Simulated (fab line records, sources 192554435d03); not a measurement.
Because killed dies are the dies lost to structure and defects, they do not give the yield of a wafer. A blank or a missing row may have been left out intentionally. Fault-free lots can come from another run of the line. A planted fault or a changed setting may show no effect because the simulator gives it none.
fab line records	flow n5_finfet
record: lots: 5	wafers: 15	last_day: 17
route steps=1938 shown BEOL_M7@1268 PASSIVATION@1936
lots with no fault: from the same line, run without faults
start_h: start of the lot's first displayed wafer, in hours after the record's first day	wait_h: hours from the lot's prior step to this one	" same as the row above	L1.1+2: several wafers, shown together as one row	- no value present, or no start provided	* or withheld: withheld	< > ~ a bound
route shown NAME@n: a module of which the file shows steps, and the number in the route of the first	usual: mean/standard deviation of fault-free wafers	same: alike in all rows	chamber/n: place in a boat	sites: per-site readings	_std_site: their standard deviation	_edge_site: mean of outer sites minus mean of inner sites	radius_mm: how far each site lies from the wafer's centre	mask NAME#n: copy n	behind: tool/chamber where the wafer was last shaped	hold: what put the lot on hold/how long, in hours/how the hold closed	device: whichever transistor did not switch (one of n, p or np)	end of line: tests run on the same wafers once the route is complete	a step given without rows: its recipe and nothing more	killed: dies lost to structure and defects at the first sort, not the wafer's yield	map: the dies of a wafer, with x for killed, . for not killed, _ for no die there
set.NAME: the setting that was run; set.NAME@STEP: the one run at that earlier step	model.NAME: the simulator's own value behind a step, which no gauge read
lots at selected steps of the route; one table per step, one row per wafer
services: from which hour (start_h, from the record's first day; less than 0 if before it) a tool's chamber was out of use, for how many hours, and why
== steps ==
step: N5_BEOL_M7_COAT_59
recipe: resist: SOC	temp_c: 250	time_s: 60	spin_rpm: 1500	resist_thk_nm: 100
step: N5_BEOL_M7_COAT_60
recipe: resist: SiARC	temp_c: 220	time_s: 60	spin_rpm: 1500	resist_thk_nm: 35
step: N5_BEOL_M7_COAT_05
recipe: resist: CAR-ArF	spin_rpm: 1500	resist_thk_nm: 90
step: N5_BEOL_M7_EBR_07
recipe: solvent: PGMEA	ebr_width_mm: 1.5
step: N5_BEOL_M7_SOFTBAKE_06
recipe: temp_c: 110	time_s: 60	resist: CAR-ArF
step: N5_BEOL_M7_EXPOSE_08
recipe: mask_id: M7	na: 1.35	source_shape: dipole	sigma_inner: 0.817	sigma_outer: 0.97	polarization: te	dose_mj: 68.25
step: N5_BEOL_M7_PEB_09
recipe: peb_temp_c: withheld	peb_time_s: 60	resist: CAR-ArF
step: N5_BEOL_M7_DEVELOP_10
recipe: develop_time_s: 30	developer: TMAH	resist: CAR-ArF	rinse_liquid: diw	dry: air_spin	dev_temp_c: 23
step: N5_BEOL_M7_CD_MEAS_11
recipe: target_cd_nm: 38.5	landing_energy_ev: 500	detector: se_inlens	polarity: opening
usual: cd_nm: 38.6/0.52
lot.wafer	tool	chamber	start_h	wait_h	cd_nm
L694.2	cd_sem-03	0	199.32	-	38.1
L694.5	"	0	"	"	38.2
L694.6	"	0	"	"	38.5
L701.3	cd_sem-03	0	244.00	-	39.3
L701.4	"	0	"	"	38.5
L701.6	"	0	"	"	38.4
L708.1	cd_sem-02	0	292.12	-	38.4
L708.4	"	0	"	"	38.8
L708.5	"	0	"	"	38.5
L714.3	cd_sem-03	0	332.66	-	37.5
L714.4	"	0	"	"	38.3
L714.5	"	0	"	"	37.9
L715.2	cd_sem-03	0	344.56	-	38.5
L715.4	"	0	"	"	38.8
L715.6	"	0	"	"	38.5
step: N5_BEOL_M7_OVL_MEAS_12
recipe: points_per_wafer: 44
usual: M7_OVL: 0.3/0.63
lot.wafer	tool	chamber	start_h	wait_h	M7_OVL[nm]
L694.2	overlay-02	0	199.35	0.0	1.4
L694.5	"	0	"	"	-0.1
L694.6	"	0	"	"	0.5
L701.3	overlay-02	0	244.03	0.0	-0.4
L701.4	"	0	"	"	-0.5
L701.6	"	0	"	"	0.5
L708.1	overlay-01	0	292.15	0.0	0.1
L708.4	"	0	"	"	-1.0
L708.5	"	0	"	"	-0.1
L714.3	overlay-01	0	332.69	0.0	0.3
L714.4	"	0	"	"	0.4
L714.5	"	0	"	"	0.2
L715.2	overlay-01	0	344.59	0.0	0.5
L715.4	"	0	"	"	0.3
L715.6	"	0	"	"	0.0
step: N5_BEOL_M7_INSPECT_13
recipe: mode: adi	inspect_instrument: brightfield
usual: raw_defect_count: 412/93
lot.wafer	tool	chamber	start_h	wait_h	raw_defect_count
L694.2	defect_inspect-02	-	199.37	0.0	357
L694.5	"	-	"	"	450
L694.6	"	-	"	"	441
L701.3	defect_inspect-01	-	244.05	0.0	459
L701.4	"	-	"	"	314
L701.6	"	-	"	"	466
L708.1	defect_inspect-02	-	292.18	0.0	527
L708.4	"	-	"	"	444
L708.5	"	-	"	"	530
L714.3	defect_inspect-01	-	332.71	0.0	330
L714.4	"	-	"	"	574
L714.5	"	-	"	"	531
L715.2	defect_inspect-01	-	344.61	0.0	466
L715.4	"	-	"	"	411
L715.6	"	-	"	"	486
step: N5_BEOL_M7_DESCUM_16
recipe: chemistry: O2	time_s: 7.9	source_power_w: 50	bias_power_w: 20	pressure_mtorr: 20	rf_frequency_hz: 2.712e+07	temp_c: 40	resist: CAR-ArF	o2_flow_sccm: 225
usual: drypump_motor_current_A: 5.6/0.55	oes_product_au: 0.82/0.11	rf_vpp_V: 243.2/1.4	showerhead_plenum_p_Torr: 2.09/0.082	throttle_valve_pct: 20.34/0.28
lot.wafer	tool	chamber	start_h	wait_h	drypump_motor_current_A	oes_product_au	rf_hours_counter_h	rf_vpp_V	showerhead_plenum_p_Torr	throttle_valve_pct
L694.2	rie_diel-05	0	199.41	0.0	5.5	0.88	51	243.4	2.12	19.86
L694.5	"	0	"	"	5.5	0.89	-	243.3	2.12	19.86
L694.6	"	1	"	"	5.8	0.68	-	242.3	1.98	20.44
L701.3	rie_diel-03	0	244.14	0.1	5.6	0.95	8	242.7	2.06	20.37
L701.4	"	1	"	"	4.9	0.83	69	244.6	2.20	20.66
L701.6	"	3	"	"	5.4	0.93	-	242.2	2.06	20.43
L708.1	rie_diel-05	0	292.21	0.0	5.5	0.83	83	244.3	2.11	19.90
L708.4	"	2	"	"	5.8	0.98	7	244.3	2.14	19.79
L708.5	"	2	"	"	5.7	0.98	-	246.3	2.14	19.83
L714.3	rie_diel-04	1	332.85	0.1	5.0	0.67	218	242.1	1.99	20.52
L714.4	"	2	"	"	6.3	0.97	-	242.2	2.06	20.51
L714.5	"	1	"	"	5.0	0.67	-	240.6	1.99	20.54
L715.2	rie_diel-03	2	344.65	0.0	6.6	0.72	202	243.9	2.17	20.49
L715.4	"	3	"	"	5.4	0.88	49	242.6	2.05	20.47
L715.6	"	3	"	"	5.4	0.87	-	242.7	2.05	20.48
step: N5_BEOL_M7_ETCH_61
recipe: chemistry: CF4	target: SiARC	target_depth_a: 455	mask_material: CAR-ArF	time_s: 75.8	ion_energy_ev: 80	pressure_mtorr: 40	source_w: 545	bias_w: 36	Ar_flow_sccm: 100	cf4_flow_sccm: 100	ends: cleared
usual: bias_w: 36.01/0.11	drypump_motor_current_A: 5.6/0.55	etch_rf_on_time_s: 75.0/2	oes_product_au: 0.71/0.091	rf_fwd_power_W: 538.8/2.4	rf_vpp_V: 184.1/1.3	showerhead_plenum_p_Torr: 2.14/0.077	throttle_valve_pct: 15.49/0.25
lot.wafer	tool	chamber	start_h	wait_h	bias_w	drypump_motor_current_A	etch_rf_on_time_s	oes_product_au	rf_fwd_power_W	rf_hours_counter_h	rf_vpp_V	showerhead_plenum_p_Torr	throttle_valve_pct
L694.2	rie_diel-05	0	199.44	0.0	35.96	5.5	75.4	0.76	537.9	51	185.2	2.17	15.09
L694.5	"	0	"	"	35.97	5.5	74.8	0.75	535.5	-	184.8	2.17	15.10
L694.6	"	1	"	"	36.11	5.8	80.3	0.58	541.9	-	182.6	2.02	15.57
L701.3	rie_diel-03	0	244.17	0.0	36.22	5.6	73.3	0.82	542.1	8	185.0	2.10	15.40
L701.4	"	1	"	"	36.10	4.9	61.8	0.80	664.5	69	173.6	2.25	15.78
L701.6	"	3	"	"	35.97	5.4	72.0	0.80	540.7	-	184.5	2.10	15.51
L708.1	rie_diel-05	0	292.25	0.0	36.19	5.5	76.2	0.71	535.6	83	183.2	2.16	15.14
L708.4	"	2	"	"	35.94	5.7	73.9	0.84	537.3	7	185.2	2.19	15.06
L708.5	"	2	"	"	36.03	5.8	73.6	0.84	536.7	-	186.2	2.19	15.05
L714.3	rie_diel-04	1	332.89	0.0	36.12	5.0	78.2	0.58	539.3	218	184.5	2.04	15.73
L714.4	"	2	"	"	36.10	6.2	72.2	0.85	542.6	-	184.2	2.10	15.54
L714.5	"	1	"	"	36.08	5.0	78.1	0.57	539.2	-	183.1	2.04	15.72
L715.2	rie_diel-03	2	344.68	0.0	36.20	6.6	77.1	0.62	536.3	202	184.6	2.19	15.59
L715.4	"	3	"	"	36.10	5.4	73.4	0.75	540.0	49	184.5	2.10	15.55
L715.6	"	3	"	"	36.13	5.5	72.9	0.75	540.6	-	184.6	2.10	15.55
step: N5_BEOL_M7_ETCH_62
recipe: chemistry: N2/H2	target: SOC	target_depth_a: 1100	overetch_a: 220	mask_material: SiARC	temp_c: 40	time_s: 165	ion_energy_ev: 200	pressure_mtorr: 30	source_w: 840	bias_w: 150	n2_flow_sccm: 200	h2_flow_sccm: 200
usual: bias_w: 150.0/0.43	drypump_motor_current_A: 5.6/0.55	h2_flow_sccm: 200.0/0.61	oes_product_au: 0.70/0.082	rf_fwd_power_W: 837.6/3	rf_vpp_V: 523.9/2.8	showerhead_plenum_p_Torr: 2.54/0.1	throttle_valve_pct: 17.7/0.32
lot.wafer	tool	chamber	start_h	wait_h	bias_w	drypump_motor_current_A	h2_flow_sccm	oes_product_au	rf_fwd_power_W	rf_hours_counter_h	rf_vpp_V	showerhead_plenum_p_Torr	throttle_valve_pct
L694.2	rie_diel-05	0	199.50	0.0	149.7	5.5	199.8	0.73	836.2	51	525.7	2.57	17.1
L694.5	"	0	"	"	150.0	5.5	200.0	0.74	834.9	-	525.9	2.57	17.1
L694.6	"	1	"	"	150.4	5.8	200.0	0.59	841.4	-	520.7	2.42	18.1
L701.3	rie_diel-03	0	244.23	0.0	149.9	5.6	199.9	0.80	835.7	8	522.5	2.48	17.6
L701.4	"	1	"	"	149.7	4.9	200.0	0.69	841.3	69	527.5	2.69	18.2
L701.6	"	3	"	"	150.3	5.4	200.7	0.77	841.5	-	523.3	2.49	17.8
L708.1	rie_diel-05	0	292.30	0.0	150.0	5.5	199.1	0.71	836.5	83	524.5	2.55	17.2
L708.4	"	2	"	"	151.5	5.7	200.0	0.81	830.7	7	525.6	2.59	17.1
L708.5	"	2	"	"	149.7	5.7	199.8	0.82	833.8	-	524.1	2.59	17.0
L714.3	rie_diel-04	1	332.94	0.0	150.1	5.0	200.9	0.59	839.7	218	521.7	2.40	17.9
L714.4	"	2	"	"	149.8	6.3	200.2	0.81	840.9	-	522.6	2.50	17.9
L714.5	"	1	"	"	150.0	5.0	199.9	0.59	839.1	-	521.2	2.40	17.9
L715.2	rie_diel-03	2	344.74	0.0	149.5	6.6	199.0	0.62	841.9	202	526.5	2.61	17.7
L715.4	"	3	"	"	149.4	5.5	199.3	0.72	841.7	49	522.5	2.48	17.8
L715.6	"	3	"	"	149.9	5.5	198.9	0.73	840.1	-	522.2	2.48	17.8
step: N5_PASSIVATION_PROBE_49
usual: defect_limited_yield: 91.5/1.6	killed_at_M0_to_M3: 33/10	killed_at_M4_up: 13/5.6	killed_at_contacts: 13/6	killed_at_front_end: 39/12	killed_at_other: 3.0/2.8	killed_dies: 101/19	killed_open: 65/13	killed_short: 32/8.3	sort_bin_5_function: 5.0/1	sort_bin_6_memory: 3.1/0.69	sort_n_pass: 1079/19	sort_yield_pct: 91.5/1.6
same: gross_dies: 1180	killed_at_back_side: 0	sort_bin_4_leakage[%]: 0	sort_bin_8_speed[%]: 0
lot.wafer	tool	chamber	start_h	wait_h	defect_limited_yield[%]	killed_at_M0_to_M3	killed_at_M4_up	killed_at_contacts	killed_at_front_end	killed_at_other	killed_dies	killed_open	killed_short	sort_bin_5_function[%]	sort_bin_6_memory[%]	sort_n_pass	sort_yield_pct[%]
L701.6	prober-02	-	323.86	0.3	90.0	23	13	31	51	0	118	72	35	5.8	3.0	1062	90.0
killed by level:class
L701.6 MOL_CONTACT_COAG:geometric_particle:open=22 HKMG_FIN:area_etch=10 BEOL_M4:geometric_particle:open=9 DUMMY_GATE:geometric_particle:open=8 MOL_CONTACT_COAG:geometric_particle:short=8 FIN_SAQP:geometric_particle:short=7 FIN_SAQP:geometric_particle:open=6 GATE_CUT:geometric_particle:short=6
== services ==
tool	chamber	start_h	hours	kind
rie_diel-05	3	180.01	-	clean
rie_diel-05	3	180.01	-	consumable_replace:focus_ring
rie_diel-05	3	180.01	23.3	scheduled_down
rie_diel-05	3	180.01	23.3	vent_cycle
rie_diel-04	1	183.48	4.8	repair
rie_diel-03	0	193.33	-	clean
rie_diel-03	0	193.33	-	consumable_replace:focus_ring
rie_diel-03	0	193.33	26.6	scheduled_down
rie_diel-03	0	193.33	26.6	vent_cycle
rie_diel-05	1	212.43	-	clean
rie_diel-05	1	212.43	-	consumable_replace:focus_ring
rie_diel-05	1	212.43	-	consumable_replace:showerhead
rie_diel-05	1	212.43	30.8	scheduled_down
rie_diel-05	1	212.43	30.8	vent_cycle
rie_diel-05	2	243.42	-	clean
rie_diel-05	2	243.42	-	consumable_replace:focus_ring
rie_diel-05	2	243.42	18.1	scheduled_down
rie_diel-05	2	243.42	18.1	vent_cycle
rie_diel-04	2	287.02	-	clean
rie_diel-04	2	287.02	-	consumable_replace:focus_ring
rie_diel-04	0	309.21	-	clean
rie_diel-04	0	309.21	-	consumable_replace:esc
rie_diel-04	0	309.21	-	consumable_replace:focus_ring
rie_diel-03	1	342.20	1.8	repair
== key ==
first_sign: step: N5_BEOL_M7_ETCH_61	reading: rf_fwd_power_W	direction: up	sigmas: 51	usual: *	struck: *
effect: step: N5_BEOL_M7_ETCH_61	reading: rf_vpp_V	direction: down	sigmas: 8	usual: 184.1	struck: 173.6
met_at N5_BEOL_M7_ETCH_61
struck_wafers L701.4
baseline_loss: step: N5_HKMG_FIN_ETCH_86	wafers: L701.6
fault: kind: process_parameter_drift	tool: rie_diel-03	chamber: 1	onset_h: 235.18	steps: N5_BEOL_M7_ETCH_61	channel: source_w	offset: 130.8	shape: step	end_h: 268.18	acts_in: these_recipes_only	stated: 545
baseline_loss: these wafers lose ten dies or more at that step, a loss of the line's own and not of a fault; the sort's usual values leave them out
